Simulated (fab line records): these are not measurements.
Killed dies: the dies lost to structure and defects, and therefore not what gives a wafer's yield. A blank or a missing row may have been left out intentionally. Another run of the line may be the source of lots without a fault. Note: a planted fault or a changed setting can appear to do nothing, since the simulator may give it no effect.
Tool commonality check | flow nand_harc | Sample size 8 lots and 24 wafers

## REASON IT WAS OPENED
At NHARC_END_SORT_01 the reading killed_at_array is flagged on 2 of 8 lots. Wafers without a fault read 56, standard deviation 17.
Rule: a lot is flagged when every wafer of it that has a number lies more than 4 standard deviations from that mean, or none has a number. The rest of the lots are taken to be sound.

lot  | measured     | on        | killed_at_array, wafer by wafer | flag
L429 | day 25 09:36 | prober-02 | 60 66 64                        |
L432 | day 25 18:27 | prober-01 | 62 79 71                        |
L439 | day 28 14:19 | prober-01 | 674 675 675                     | FLAGGED
L438 | day 28 20:20 | prober-02 | 677 673 675                     | FLAGGED
L445 | day 30 16:13 | prober-01 | 24 29 40                        |
L450 | day 33 10:43 | prober-01 | 22 25 23                        |
L451 | day 34 08:16 | prober-02 | 71 77 39                        |
L452 | day 35 01:07 | prober-01 | 43 80 38                        |
On average the flagged lots' numbers are 675, which is +619 against the usual, or +36 standard deviations.

## WHICH TOOL RAN EACH LOT
3 process steps preceding the reading are held in the record, out of 1302 steps in the route. Read each cell as the tool, then ch plus the chambers that the sampled wafers visited, then the start.
lot  | flag    | NHARC_A_STAIRCASE_CVD_552   | NHARC_THIN_TSV_DEP_43           | NHARC_THIN_TSV_STRIP_62
L429 |         | lpcvd-01 ch 1, day 18 01:18 | pecvd-03 ch 0,2, day 24 09:43   | plasma_asher-01 ch 0,1, day 24 13:16
L432 |         | lpcvd-02 ch 0, day 18 21:41 | pecvd-03 ch 0,1,2, day 25 01:49 | plasma_asher-01 ch 0,1, day 25 05:11
L439 | FLAGGED | lpcvd-02 ch 1, day 21 20:12 | no row                          | no row
L438 | FLAGGED | lpcvd-02 ch 1, day 21 14:14 | no row                          | no row
L445 |         | lpcvd-01 ch 0, day 23 23:14 | pecvd-03 ch 0,1, day 29 22:31   | plasma_asher-02 ch 0,1, day 30 02:09
L450 |         | lpcvd-02 ch 1, day 26 18:16 | pecvd-01 ch 0,1,2, day 32 19:01 | plasma_asher-01 ch 0,1, day 32 22:19
L451 |         | lpcvd-01 ch 0, day 26 23:30 | pecvd-03 ch 1,2, day 33 12:55   | plasma_asher-01 ch 1, day 33 16:07
L452 |         | lpcvd-02 ch 1, day 27 18:07 | pecvd-03 ch 0,1,2, day 34 08:07 | plasma_asher-01 ch 0, day 34 11:30
What these steps do:
- NHARC_A_STAIRCASE_CVD_552: deposits SiNx, target thk 40 nm.
- NHARC_THIN_TSV_DEP_43: deposits SiO2, target thk 1328.5 nm.
- NHARC_THIN_TSV_STRIP_62: strips in N2/H2, time 20 s.
- NHARC_END_SORT_01

## FLAGGED AGAINST TOTAL, ONE TOOL AT A TIME (gauges that did the reading follow at the end)
step                      | tool            | lots run | flagged | share of the flagged lots | sound lots run after its first flagged lot
NHARC_A_STAIRCASE_CVD_552 | lpcvd-01        | 3        | 0       | none                      | -
NHARC_A_STAIRCASE_CVD_552 | lpcvd-02        | 5        | 2       | all                       | 2 (L450,L452)
NHARC_THIN_TSV_DEP_43     | pecvd-01        | 1        | 0       | none                      | -
NHARC_THIN_TSV_DEP_43     | pecvd-03        | 5        | 0       | none                      | -
NHARC_THIN_TSV_STRIP_62   | plasma_asher-01 | 5        | 0       | none                      | -
NHARC_THIN_TSV_STRIP_62   | plasma_asher-02 | 1        | 0       | none                      | -
NHARC_END_SORT_01         | prober-01       | 5        | 1       | some                      | 3 (L445,L450,L452)
NHARC_END_SORT_01         | prober-02       | 3        | 1       | some                      | 1 (L451)

## WHAT IS ALLOWED BY THE TABLE
Rows of the table that ran each flagged lot: 1, that is lpcvd-02 at NHARC_A_STAIRCASE_CVD_552.
- lpcvd-02 at NHARC_A_STAIRCASE_CVD_552: 2 of its 5 lots flagged. Lots that were sound ran on it after the first flagged one (L450, L452); a persistent fault on the entire tool would not allow that.
Not one row of the table ran every flagged lot while running no sound lot after the first.

## WHAT THE SIMULATOR PUT IN
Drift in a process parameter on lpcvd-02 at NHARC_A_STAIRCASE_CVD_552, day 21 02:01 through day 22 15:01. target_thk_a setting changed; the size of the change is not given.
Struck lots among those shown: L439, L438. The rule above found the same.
